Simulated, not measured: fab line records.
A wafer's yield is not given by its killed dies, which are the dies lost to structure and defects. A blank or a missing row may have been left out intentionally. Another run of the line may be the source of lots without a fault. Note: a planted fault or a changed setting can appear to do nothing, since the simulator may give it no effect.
Matching of chambers ; flow n5_finfet ; rie_diel-06 running N5_BEOL_M2_ETCH_64: 4 sister chambers
The step etches SOC in N2/H2, target depth 75 nm, overetch 22.5 nm, time 121.9 s. 22 wafers are shown with their chamber, then 11 later ones without.

EACH WAFER AND ITS CHAMBER
wafer;chamber;drypump_motor_current_A (A);throttle_valve_pct (%);showerhead_plenum_p_Torr (Torr)
L074.1;2;5.3;18.07;2.54
L074.4;3;4.8;18.21;2.40
L074.6;0;4.8;17.63;2.43
L075.1;0;4.8;17.62;2.43
L075.4;3;4.9;18.22;2.40
L075.6;2;5.3;18.06;2.54
L076.2;0;4.8;17.62;2.43
L076.3;3;4.9;18.23;2.40
L076.4;2;5.3;18.05;2.54
L077.2;0;4.8;17.63;2.43
L077.3;2;5.3;18.05;2.54
L077.5;3;4.9;18.23;2.40
L081.2;3;4.9;17.84;2.72
L081.3;0;4.8;17.65;2.42
L081.4;1;5.6;18.22;2.53
L084.1;1;5.6;18.25;2.53
L084.2;0;4.8;17.65;2.42
L084.4;2;5.3;18.09;2.53
L085.3;0;4.8;17.67;2.42
L085.4;3;4.9;17.84;2.71
L085.5;1;5.6;18.27;2.52
L089.1;0;4.8;17.68;2.42

SIGNATURES, as means of the wafers listed above
reading;chamber 0;chamber 1;chamber 2;chamber 3;scatter within a chamber
drypump_motor_current_A;4.800;5.600;5.300;4.883;0.0215
throttle_valve_pct;17.6438;18.2467;18.0640;18.0950;0.106
showerhead_plenum_p_Torr;2.4250;2.5267;2.5380;2.5050;0.0859
Rule: distance of a wafer from a chamber = root of the sum over the readings of ((wafer's reading minus chamber's mean) / reading's scatter) squared. If the next closest chamber is less than 2 further off than the closest, the wafer can't be placed; otherwise it belongs to the closest. The scatter is the square root of a quotient: the sum, over the shown wafers, of each reading's squared deviation from its chamber's mean, divided by wafers minus chambers.

WAFERS WHOSE CHAMBER IS MISSING
wafer;drypump_motor_current_A (A);throttle_valve_pct (%);showerhead_plenum_p_Torr (Torr)
L089.2;5.3;18.12;2.53
L089.6;5.3;18.10;2.53
L091.3;4.9;17.87;2.71
L091.4;5.6;18.27;2.52
L091.5;4.9;17.87;2.71
L095.1;5.6;18.30;2.52
L095.4;4.9;17.89;2.71
L095.6;5.6;18.29;2.52
L096.3;4.8;17.69;2.41
L096.5;5.6;18.31;2.52
L096.6;5.3;18.13;2.52

THE CHAMBER EACH PASSED THROUGH
wafer;from the rows above;in truth
L089.2;2;2
L089.6;2;2
L091.3;3;3
L091.4;1;1
L091.5;3;3
L095.1;1;1
L095.4;3;3
L095.6;1;1
L096.3;0;0
L096.5;1;1
L096.6;2;2
Correctly placed: 11 of 11. From these rows, 0 cannot be placed. Wrongly placed: 0.
